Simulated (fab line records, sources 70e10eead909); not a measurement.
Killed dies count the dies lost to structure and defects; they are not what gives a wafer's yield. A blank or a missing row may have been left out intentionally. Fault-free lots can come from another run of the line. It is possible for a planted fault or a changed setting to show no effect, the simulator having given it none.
Which of the tools did it? | flow nand_harc | 6 lots, 18 wafers sampled, at 3 steps of a route of 1159

WHAT THE GAUGES SHOWED, per wafer
NHARC_HYBRID_BOND_OVL_MEAS_05.
lot  | measured     | on         | overlay_x_nm (nm)
L773 | day 19 05:41 | overlay-02 | -23 -78 -16
L777 | day 20 06:46 | overlay-01 | -59 -20 17
L778 | day 20 21:42 | overlay-01 | 34 -32 -51
L780 | day 20 21:42 | overlay-02 | -5 9 -41
L781 | day 21 06:32 | overlay-01 | -62 18 -9
L782 | day 22 08:18 | overlay-02 | 39 29 27

WHICH TOOL RAN EACH LOT (tool, then ch and the chambers of the sampled wafers, then the start)
lot  | NHARC_A_STAIRCASE_STRIP_206         | NHARC_A_BONDPAD_PVD_27
L773 | wet_bench-02 ch 1,3,5, day 11 19:32 | pvd_sputter-02, day 19 05:41 or earlier
L777 | wet_bench-04 ch 4,5,7, day 12 15:38 | pvd_sputter-01, day 20 06:46 or earlier
L778 | wet_bench-04 ch 5,6,7, day 13 05:22 | pvd_sputter-02, day 20 21:42 or earlier
L780 | wet_bench-02 ch 4,5,7, day 13 13:23 | pvd_sputter-02, day 20 21:42 or earlier
L781 | wet_bench-02 ch 1,3,6, day 14 10:11 | pvd_sputter-03, day 21 06:32 or earlier
L782 | wet_bench-04 ch 0,5,7, day 15 02:34 | pvd_sputter-02, day 22 08:18 or earlier
- NHARC_A_STAIRCASE_STRIP_206: strips in SPM, time 900 s.
- NHARC_A_BONDPAD_PVD_27: deposits Cu, target thk 30 nm, time 20.49 s.

THE ANSWER, worked out from the rows above alone
Rule: the lots themselves supply what counts as usual. Put in order of their means at a reading, lots are off if they are a third of the lots or fewer, leave a main group of 4 or more, and stand apart from it by a gap of 3 or more times the standard deviation of the main group's means; of several such gaps the widest counts. A main group whose means are all the same, to the digits that the tables above print for the reading, isn't used. Also off: a lot with no number at a reading for which 4 or more lots have one. Where the step has rows for the other lots, those lots are counted as sound.
Off: L782 (NHARC_HYBRID_BOND_OVL_MEAS_05, overlay_x_nm). For the main group the mean is -21 nm and the standard deviation 9.3.
A tool fits if, at a process step before that reading, it ran every lot that is off, and no sound lot after the first of them. The gauges at NHARC_HYBRID_BOND_OVL_MEAS_05 are tried like those tools. With no start given for some of its lots, NHARC_A_BONDPAD_PVD_27 uses the hours and lot order of NHARC_HYBRID_BOND_OVL_MEAS_05. Can't be told from this: 3 tools fit, wet_bench-04 at NHARC_A_STAIRCASE_STRIP_206, pvd_sputter-02 at NHARC_A_BONDPAD_PVD_27, overlay-02 at NHARC_HYBRID_BOND_OVL_MEAS_05.

WHAT WAS PUT IN BY THE SIMULATOR
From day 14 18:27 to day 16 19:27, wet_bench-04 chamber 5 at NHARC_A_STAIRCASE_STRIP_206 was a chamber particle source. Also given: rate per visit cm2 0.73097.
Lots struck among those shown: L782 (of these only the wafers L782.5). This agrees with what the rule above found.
